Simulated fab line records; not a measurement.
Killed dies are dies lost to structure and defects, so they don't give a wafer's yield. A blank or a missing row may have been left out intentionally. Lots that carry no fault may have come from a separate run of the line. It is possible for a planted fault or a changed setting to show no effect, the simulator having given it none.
Problem report, 8D (eight disciplines) form, completed by code + flow nandHarc + the parts of the form that need people (team, actions taken, sign-off) are left out

1. THE ISSUE
On 3 wafers of 1 lot, killedAtPeriphery at NHARC_END_SORT_01 has a mean of 445.7; fault-free wafers read 3.5, standard deviation 2.5. That is +99 or more standard deviations from the usual mean.
First seen on wafer L917.1, day 30 15:40, on prober-02. At this step, 5 wafers from 2 lots have a number in the record. By rule, "out" or "out of limits" means more than 4 standard deviations away from the usual mean. All remaining wafers that have a number are taken as sound.

2. WHAT IT IS, WHAT IT ISN'T
| question                    | is                            | is not                                 |
|-----------------------------|-------------------------------|----------------------------------------|
| which readings at this step | killedAtPeriphery, killedDies | killedAtOther, killedOpen, killedShort |
| which lots                  | L917                          | L912                                   |
| which wafers of those lots  | all that have a number        | -                                      |
| read on which gauges        | prober-02                     | prober-01                              |
| when                        | from day 30 15:40             | up to then (2 sound wafers)            |

3. SUSPECTS, AND WHAT RULES EACH OUT
Counting: a tool at a process step up to the reading stays a suspect if it ran every lot that is out and no sound lot after the first of them.
- the gauge at NHARC_END_SORT_01: kept. All the wafers that are out were read on prober-02, and no step on other tools shows them out.
- wetBench-05 at NHARC_A_STAIRCASE_STRIP_255 (strips in SPM, time 900 s): kept. It ran the lot that is out, L917 (day 22 18:40), and no sound lot after that; its last sound lot up to then is L912 (day 20 22:54).
- pvdSputter-03 at NHARC_THIN_TSV_PVD_19 (deposits TaN, target thk 20 nm): kept. It ran the lot that is out, L917 (day 30 04:59), and no sound lot after that; its last sound lot up to then is L912 (day 28 11:27). NHARC_THIN_TSV_PVD_19: start missing for some lots; hours and lot order therefore follow NHARC_THIN_TSV_CD_MEAS_37.
Left after counting: wetBench-05 at NHARC_A_STAIRCASE_STRIP_255, pvdSputter-03 at NHARC_THIN_TSV_PVD_19, prober-02 at NHARC_END_SORT_01.

4. THE CAUSE (what the simulator had put in)
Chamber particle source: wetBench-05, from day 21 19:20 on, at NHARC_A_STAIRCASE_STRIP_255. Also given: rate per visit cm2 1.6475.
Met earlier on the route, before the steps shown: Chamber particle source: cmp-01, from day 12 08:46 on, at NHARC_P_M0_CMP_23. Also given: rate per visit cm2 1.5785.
3 suspects survive the count, and this tool is in that group.

5. THE CHAIN OF EFFECTS, in route order
One row per reading whose mean, taken over the struck wafers that have a number, lies over 3 standard deviations from the usual. Only readings whose record carries a usual standard deviation are examined. hours: median over the lots of the time between each lot's start at the first step of this table that gives one and its start at this step. sigmas: the change, counted in usual standard deviations.
| hours | step              | reading           | usual | on struck wafers | change | sigmas      |
|-------|-------------------|-------------------|-------|------------------|--------|-------------|
| 0     | NHARC_END_SORT_01 | killedAtPeriphery | 3.5   | 445.7            | +442.2 | +99 or more |
| 0     | NHARC_END_SORT_01 | killedDies        | 62    | 555              | +493   | +23         |

6. HOW IT WOULD HAVE BEEN CAUGHT EARLIER
Counted from the fault's start at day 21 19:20, it took 212 hours until the first out-of-limits reading at a measuring or inspecting step in this record, taken at day 30 15:40.
An alarm limit of 4 standard deviations would not have fired on the tool readings at NHARC_A_STAIRCASE_STRIP_255 for which the record gives a usual standard deviation, since none of them was out on any struck wafer.
Each of the lots that are out, 1 in all, had begun NHARC_A_STAIRCASE_STRIP_255 on wetBench-05 no later than day 30 15:40. Holding the tool at that point would not have protected any of them.
